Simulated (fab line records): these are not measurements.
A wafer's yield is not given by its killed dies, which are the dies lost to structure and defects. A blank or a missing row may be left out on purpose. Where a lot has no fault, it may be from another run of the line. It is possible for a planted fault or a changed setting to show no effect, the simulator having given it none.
Comparing a struck lot with a sound one | flow nand-harc | 14 out of 1159 route steps
Sound: the wafers L714.3, L714.5, L714.6. Struck: wafer L711.4 (left out: L711.2, L711.6 of the same lot, which were not struck); the cause appears at the end.
Each step with rows lists, per side, the tool, then ch with its chambers, then its first start. Under that, the readings that differ: sound wafers | struck wafers | difference of the means | sigmas: that difference in standard deviations of wafers without a fault.
alike: readings with means less than 2 such deviations apart, plus words and numbers identical on both sides. not compared: withheld readings, readings lacking a value on some wafer, bounds such as >300 that could conceal the same value, and numbers that have no deviation in the record and whose values overlap.
The two part at a step that has a row with sigmas, a row that says differs or no value, or rows on one side only. Numbers that don't overlap but have no deviation are shown without sigmas and don't part them. A reading that every wafer of one side lacks parts them only if that side has two wafers or more.

first, 1 step without rows for these wafers: NHARC_A_ONON_D1_DEP_03 (target thk 1000 nm).
NHARC_A_ONON_D1_THK_MEAS_05: measures by ellipsometry.
  struck on film-metro-01, day 11 10:06; sound on film-metro-01, day 12 13:59
  alike: thk-nm
then, 1 step without rows for these wafers: NHARC_A_ONON_D1_DEP_06 (target thk 1000 nm).
NHARC_A_ONON_D1_THK_MEAS_08: measures by ellipsometry.
  struck on film-metro-02, day 11 10:40; sound on film-metro-02, day 12 14:33
  alike: thk-nm
then, 1 step without rows for these wafers: NHARC_A_ONON_D1_DEP_09 (target thk 1000 nm).
NHARC_A_ONON_D1_THK_MEAS_11: measures by ellipsometry.
  struck on film-metro-02, day 11 11:14; sound on film-metro-01, day 12 15:07
  alike: thk-nm
then, 1 step without rows for these wafers: NHARC_A_ONON_D1_DEP_12 (target thk 1000 nm).
NHARC_A_ONON_D1_THK_MEAS_14: measures by ellipsometry.
  struck on film-metro-02, day 11 11:49; sound on film-metro-02, day 12 15:41
  alike: thk-nm
then, 2 steps without rows for these wafers: NHARC_A_ONON_D1_ANNEAL_15 (time 3600 s); NHARC_A_ONON_D1_DEP_16 (target thk 1000 nm).
NHARC_A_ONON_D1_THK_MEAS_18: measures by ellipsometry.
  struck on film-metro-01, day 11 19:52; sound on film-metro-01, day 12 22:47
  reading     | sound          | struck | difference | sigmas
  thk-nm (nm) | 1005 1004 1004 | 979    | -25        | -2
NHARC_A_ONON_D1_DEP_19: target thk 1000 nm.
  sound on pecvd-onon-01 ch 0, day 12 22:58; struck on pecvd-onon-04 ch 0, day 11 19:59
  alike: n2-flow-sccm
NHARC_A_ONON_D1_THK_MEAS_21: measures by ellipsometry.
  struck on film-metro-02, day 11 20:27; sound on film-metro-01, day 12 23:23
  reading     | sound         | struck | difference | sigmas
  thk-nm (nm) | 999 1001 1000 | 917    | -83        | -8
then, 1 step without rows for these wafers: NHARC_A_ONON_D1_DEP_22 (target thk 1000 nm).

WHERE THEY PART
At NHARC_A_ONON_D1_THK_MEAS_18 first; at NHARC_A_ONON_D1_THK_MEAS_21 last (within this record only).

WHY: what had been put in by the simulator
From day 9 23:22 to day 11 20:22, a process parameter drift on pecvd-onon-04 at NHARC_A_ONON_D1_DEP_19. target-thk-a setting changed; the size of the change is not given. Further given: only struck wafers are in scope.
